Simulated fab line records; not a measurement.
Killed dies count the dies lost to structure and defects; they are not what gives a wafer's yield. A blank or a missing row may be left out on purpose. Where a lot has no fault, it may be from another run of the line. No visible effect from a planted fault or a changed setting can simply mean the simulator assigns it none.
One fault through the eyes of 2 desks :: flow nand_harc :: what lay behind the numbers comes last; until then each desk has only its own

== FROM THE METROLOGY DESK ==
Means of the sampled wafers that have a number, per lot and without regard to the tool the lot ran on: this is what the gauges read. Marked OUT: a lot whose mean sits more than 4 standard deviations from the usual mean, which makes it out of limits; the brackets give that distance.
Columns: A = thk_nm at NHARC_A_ONON_D1_THK_MEAS_02, usual 1003 nm
lot: L680
first seen here: day 7 17:29
A: 986

lot: L679
first seen here: day 8 01:34
A: 1000

lot: L681
first seen here: day 8 01:35
A: 1023

lot: L682
first seen here: day 8 01:35
A: 1019

lot: L683
first seen here: day 8 11:25
A: 1007

lot: L684
first seen here: day 8 11:25
A: 1013

lot: L685
first seen here: day 9 04:14
A: 981

lot: L686
first seen here: day 9 20:10
A: 988

lot: L690
first seen here: day 10 18:45
A: 1240 (+22) OUT

lot: L692
first seen here: day 11 03:07
A: 1169 (+15) OUT

lot: L695
first seen here: day 11 11:32
A: 1230 (+21) OUT

lot: L698
first seen here: day 12 06:38
A: 997

lot: L699
first seen here: day 12 06:38
A: 997

lot: L701
first seen here: day 12 16:31
A: 1005

lot: L700
first seen here: day 12 16:52
A: 996
Finding of this desk: L690, L692, L695 out of limits; the first was L690 at day 10 18:45, on thk_nm at NHARC_A_ONON_D1_THK_MEAS_02. L680, L679, L681, L682, L683, L684, L685, L686, L698, L699, L701, L700 stayed within limits.

== FOR THE TOOL OWNER'S DESK: pecvd_onon-03 ==
The tool's own readings at NHARC_A_ONON_D1_DEP_00 (target thk 1000 nm): means of the sampled wafers that have a number, for each lot that ran on this tool. Marked OUT: a lot whose mean sits more than 4 standard deviations from the usual mean, which makes it out of limits; the brackets give that distance.
Columns: A = susceptor_temp_C at NHARC_A_ONON_D1_DEP_00, usual 399.98 C
lot: L679
first seen here: day 8 01:11
A: 399.99

lot: L683
first seen here: day 8 10:58
A: 399.80

lot: L685
first seen here: day 9 03:43
A: 399.88

lot: L686
first seen here: day 9 19:40
A: 400.14

lot: L690
first seen here: day 10 18:18
A: 399.85

lot: L692
first seen here: day 11 02:43
A: 400.12

lot: L695
first seen here: day 11 11:05
A: 400.09
Result from this desk: across the 7 lots, nothing is out of limits.

== BROUGHT TOGETHER ==
Metrology desk: alarm possible at day 10 18:45 on L690, L692, L695.
Nothing out of limits was seen by the tool owner's desk.
Tool owner's desk: L690, L692, L695 on record, inside its limits.
NHARC_A_ONON_D1_DEP_00 was run on pecvd_onon-03 by each of the lots named.

== WHAT HAD BEEN PUT IN BY THE SIMULATOR ==
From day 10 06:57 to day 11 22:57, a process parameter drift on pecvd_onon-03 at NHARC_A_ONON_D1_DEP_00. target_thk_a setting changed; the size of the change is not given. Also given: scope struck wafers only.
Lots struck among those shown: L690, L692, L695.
Delay in hours, fault start to first out-of-limits reading, per desk: metrology desk 12.
